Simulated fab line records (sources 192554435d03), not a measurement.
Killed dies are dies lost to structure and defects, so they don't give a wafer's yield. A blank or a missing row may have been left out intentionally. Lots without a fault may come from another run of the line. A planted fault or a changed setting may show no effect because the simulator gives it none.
Which tool did it? | flow n5_finfet | 28 wafers from 10 lots sampled at 5 of the route's 1938 steps

## WHAT THE GAUGES READ, wafer by wafer
N5_BEOL_M7_INSPECT_58: inspects for defects (darkfield).
lot  | measured     | on                | raw_defect_count
L115 | day 10 14:48 | defect_inspect-02 | 55 66 85
L117 | day 11 01:22 | defect_inspect-01 | 66 60 66
L116 | day 11 04:52 | defect_inspect-02 | 63 104 84
L118 | day 11 05:07 | defect_inspect-02 | 72 76 83
L120 | day 11 10:36 | defect_inspect-02 | 101 50
L119 | day 11 22:35 | defect_inspect-01 | 55 34
L127 | day 13 11:06 | defect_inspect-02 | 81 69 95
L128 | day 13 11:44 | defect_inspect-01 | 34 60 48
L129 | day 14 02:19 | defect_inspect-02 | 79 131 90
L133 | day 15 02:53 | defect_inspect-02 | 105 77 70

## WHAT TOOL EACH LOT RAN ON (gives the tool, then ch and the chambers of the sampled wafers, and finally the start)
lot  | N5_BEOL_M7_VIA_ETCH_34             | N5_BEOL_M7_DEGAS_44          | N5_BEOL_M7_CVD_78                | N5_BEOL_M7_CMP_52
L115 | rie_diel-06 ch 1,2,3, day 10 07:49 | pvd_sputter-01, day 10 09:10 | cvd_co-02 ch 0,1,2, day 10 09:36 | cmp-03 ch 0,1,3, day 10 14:23
L117 | rie_diel-06 ch 2,3, day 10 17:42   | pvd_sputter-02, day 10 18:34 | cvd_co-02 ch 0,1, day 10 19:15   | cmp-02 ch 0,3, day 11 00:56
L116 | rie_diel-06 ch 0,1,2, day 11 01:29 | pvd_sputter-02, day 11 02:22 | cvd_co-01 ch 0,1,2, day 11 03:02 | cmp-03 ch 0,1,2, day 11 04:26
L118 | rie_diel-01 ch 1,2,3, day 11 02:05 | pvd_sputter-02, day 11 03:02 | cvd_co-02 ch 0,1, day 11 03:40   | cmp-02 ch 1,3, day 11 04:42
L120 | rie_diel-01 ch 1,3, day 11 07:29   | pvd_sputter-01, day 11 08:21 | cvd_co-01 ch 0, day 11 08:49     | cmp-03 ch 0,2, day 11 10:14
L119 | rie_diel-04 ch 0,2, day 11 18:49   | pvd_sputter-01, day 11 19:45 | cvd_co-02 ch 0,1, day 11 20:32   | cmp-02 ch 0,3, day 11 22:10
L127 | rie_diel-06 ch 0,1,3, day 13 06:30 | pvd_sputter-01, day 13 08:52 | cvd_co-02 ch 0,2, day 13 09:31   | cmp-02 ch 0,1,2, day 13 10:41
L128 | rie_diel-04 ch 0,2,3, day 13 08:35 | pvd_sputter-01, day 13 09:27 | cvd_co-01 ch 0,1, day 13 10:12   | cmp-04 ch 2,3, day 13 11:17
L129 | rie_diel-01 ch 1,2,3, day 13 21:54 | pvd_sputter-01, day 13 22:40 | cvd_co-02 ch 0,1,2, day 14 00:41 | cmp-03 ch 1,2, day 14 01:54
L133 | rie_diel-01 ch 0,1,3, day 14 22:59 | pvd_sputter-03, day 15 00:36 | cvd_co-02 ch 0,2, day 15 01:31   | cmp-02 ch 1,2, day 15 02:29
- N5_BEOL_M7_VIA_ETCH_34: etches SiCOH lowk in C4F6/O2, target depth 125.5 nm, time 50.5 s.
- N5_BEOL_M7_DEGAS_44: time 60 s.
- N5_BEOL_M7_CVD_78: deposits Co from CCTBA/H2, target thk 2 nm, time 142.3 s.
- N5_BEOL_M7_CMP_52: polishes, stops on SiCOH lowk, t overpolish 6.9 s, target thk 80 nm.

## THE ANSWER, worked out from the rows above alone
Rule: the lots themselves supply what counts as usual. Put in order of their means at a reading, lots are off if they are a third of the lots or fewer, leave a main group of 4 or more, and stand apart from it by a gap of 3 or more times the standard deviation of the main group's means; of several such gaps the widest counts. A main group is skipped when, at the precision printed for the reading in the tables above, its means are all equal. Also off: a lot with no number at a reading for which 4 or more lots have one. Where the step has rows for the other lots, those lots are counted as sound.
No lot is off on any of the readings shown, so nothing can be concluded from this.

## WHAT THE SIMULATOR PUT IN
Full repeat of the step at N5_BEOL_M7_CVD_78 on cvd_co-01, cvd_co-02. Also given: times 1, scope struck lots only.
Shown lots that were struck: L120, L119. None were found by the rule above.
